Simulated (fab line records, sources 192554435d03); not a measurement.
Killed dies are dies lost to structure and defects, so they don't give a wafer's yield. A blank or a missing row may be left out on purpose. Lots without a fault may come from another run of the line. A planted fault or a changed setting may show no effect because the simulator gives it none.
Split-lot experiment | flow n5_finfet | 7 lots, 39 wafers read, on a route of 1938 steps

THE SPLIT
At N5_BEOL_M14_ETCH_59 (etches BARC in N2/H2, target depth 89 nm, overetch 26.7 nm, time 67.9 s), the setting time_s was moved away from the recipe's 67.9 s on 12 of the 39 wafers read, by -51.9% to +52.6%. The other wafers ran this setting at the recipe's value.

The file shows no step between the split and the reading.

THE READING
coat_of_BEOL_M14_COAT_04.thk_nm (the simulator's own value, which no gauge read), in nm, at N5_BEOL_M14_VIA_ETCH_16 (etches SiO2 in C4F8/O2/Ar, target depth 1231.3 nm). The file gives no usual value for it. The 27 wafers here that ran the recipe average 456.2 nm, standard deviation 4.2 nm.

wafer  | tool, chamber at the split | time_s as run, s | against the recipe | coat_of_BEOL_M14_COAT_04.thk_nm, nm | against lot-mates on the recipe
L077.1 | rie_diel-06, 1             | 67.9             | recipe             | 456.6                               | -
L077.2 | rie_diel-06, 0             | 67.9             | recipe             | 458                                 | -
L077.3 | rie_diel-06, 3             | 67.9             | recipe             | 458.4                               | -
L077.4 | rie_diel-06, 2             | 67.9             | recipe             | 454.4                               | -
L077.5 | rie_diel-06, 2             | 67.9             | recipe             | 452.6                               | -
L077.6 | rie_diel-06, 3             | 67.9             | recipe             | 452.6                               | -
L078.1 | rie_diel-04, 0             | 67.9             | recipe             | 456.6                               | -
L078.2 | rie_diel-04, 2             | 67.9             | recipe             | 456.6                               | -
L078.3 | rie_diel-04, 3             | 90.4             | +33.1%             | 435.4                               | -20.3
L078.4 | rie_diel-04, 1             | 67.9             | recipe             | 454                                 | -
L078.5 | rie_diel-04, 2             | 90.4             | +33.1%             | 426.8                               | -28.9
L078.6 | rie_diel-04, 1             | 90.4             | +33.1%             | 431.8                               | -23.9
L079.1 | rie_diel-05, 0             | 67.9             | recipe             | 452.6                               | -
L079.2 | rie_diel-05, 1             | 67.9             | recipe             | 463.2                               | -
L079.3 | rie_diel-05, 3             | 103.6            | +52.6%             | 429.4                               | -27.0
L079.4 | rie_diel-05, 2             | 103.6            | +52.6%             | 426.6                               | -29.8
L079.5 | rie_diel-05, 2             | 67.9             | recipe             | 453.4                               | -
L079.6 | rie_diel-05, 1             | 103.6            | +52.6%             | 422.8                               | -33.6
L088.1 | rie_diel-04, 1             | 67.9             | recipe             | 454.4                               | -
L088.2 | rie_diel-04, 0             | 67.9             | recipe             | 458.8                               | -
L088.3 | rie_diel-04, 2,3           | 92.99            | +37.0%             | 435.4                               | -20.1
L088.4 | rie_diel-04, 2,3           | 92.99            | +37.0%             | 429.4                               | -26.1
L088.5 | rie_diel-04, 1             | 67.9             | recipe             | 453.2                               | -
L088.6 | rie_diel-04, 0             | 92.99            | +37.0%             | 436.6                               | -18.9
L089.2 | rie_diel-05, 3             | 67.9             | recipe             | 457.4                               | -
L089.3 | rie_diel-05, 0             | 67.9             | recipe             | 451                                 | -
L089.4 | rie_diel-05, 2             | 67.9             | recipe             | 455.2                               | -
L090.1 | rie_diel-06, 0             | 67.9             | recipe             | 467.6                               | -
L090.2 | rie_diel-06, 2             | 67.9             | recipe             | 460                                 | -
L090.3 | rie_diel-06, 3             | 67.9             | recipe             | 449.2                               | -
L090.4 | rie_diel-06, 2             | 67.9             | recipe             | 458.6                               | -
L090.5 | rie_diel-06, 0             | 67.9             | recipe             | 459.6                               | -
L090.6 | rie_diel-06, 3             | 67.9             | recipe             | 447.8                               | -
L094.1 | rie_diel-04, 0             | 67.9             | recipe             | 462                                 | -
L094.2 | rie_diel-04, 2             | 32.68            | -51.9%             | 488.6                               | +30.0
L094.3 | rie_diel-04, 3             | 67.9             | recipe             | 457.8                               | -
L094.4 | rie_diel-04, 1             | 67.9             | recipe             | 456                                 | -
L094.5 | rie_diel-04, 1             | 32.68            | -51.9%             | 490.2                               | +31.6
L094.6 | rie_diel-04, 2             | 32.68            | -51.9%             | 492.4                               | +33.8
Where a row lists several chambers, the file gives one row for several wafers and doesn't say which wafer went through which chamber.

THE FIT
A straight line over all 39 wafers: coat_of_BEOL_M14_COAT_04.thk_nm changes by -0.633 nm for each +1% of time_s; r = -0.97; the points scatter about the line by 4.2 nm.
The same after taking each lot's own level away (the mean of its wafers on the recipe; 39 wafers): -0.611 nm for each +1%; r = -0.97; scatter 4 nm.
On that fit, the largest move of time_s shifts the reading by 32 nm.
The lots' own levels span 454.53 to 458.60 nm, that is 1.0 times the standard deviation above.
So the lot-to-lot level changes the slope little: the two slopes agree.
Check: with one of the wafers moved furthest among these (+52.6%) left out of the fit, the line predicts -32.9 nm for it against its lot-mates. It came out at -27 nm against them.

OTHER SPLITS ON THESE WAFERS
These wafers also went through other splits before the reading. Each is held against what the fit with the lots' levels taken away leaves over:
other split on the same wafers            | wafers away from the commonest value | r with coat_of_BEOL_M14_COAT_04.thk_nm (lot level and that fit taken away)
N5_BEOL_M11_TRENCH_ETCH_37 target_depth_a | 18                                   | +0.13

THE WHOLE CHAIN: every reading that the file lists as answering this split, in the file's order
step                    | what it does                                                            | reading                                                                          | change (the file's fit)               | r (the file's)
N5_BEOL_M14_ETCH_59     | etches BARC in N2/H2, target depth 89 nm, overetch 26.7 nm, time 67.9 s | coat_of_BEOL_M14_COAT_04.thk_nm (the simulator's own value, which no gauge read) | -0.636 nm for each +1% of the setting | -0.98
N5_BEOL_M14_VIA_ETCH_16 | etches SiO2 in C4F8/O2/Ar, target depth 1231.3 nm                       | coat_of_BEOL_M14_COAT_04.thk_nm (the simulator's own value, which no gauge read) | -0.612 nm for each +1% of the setting | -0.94

THE FILE'S OWN FIT
coat_of_BEOL_M14_COAT_04.thk_nm changes by -0.612 nm for each +1% of time_s, r = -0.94.
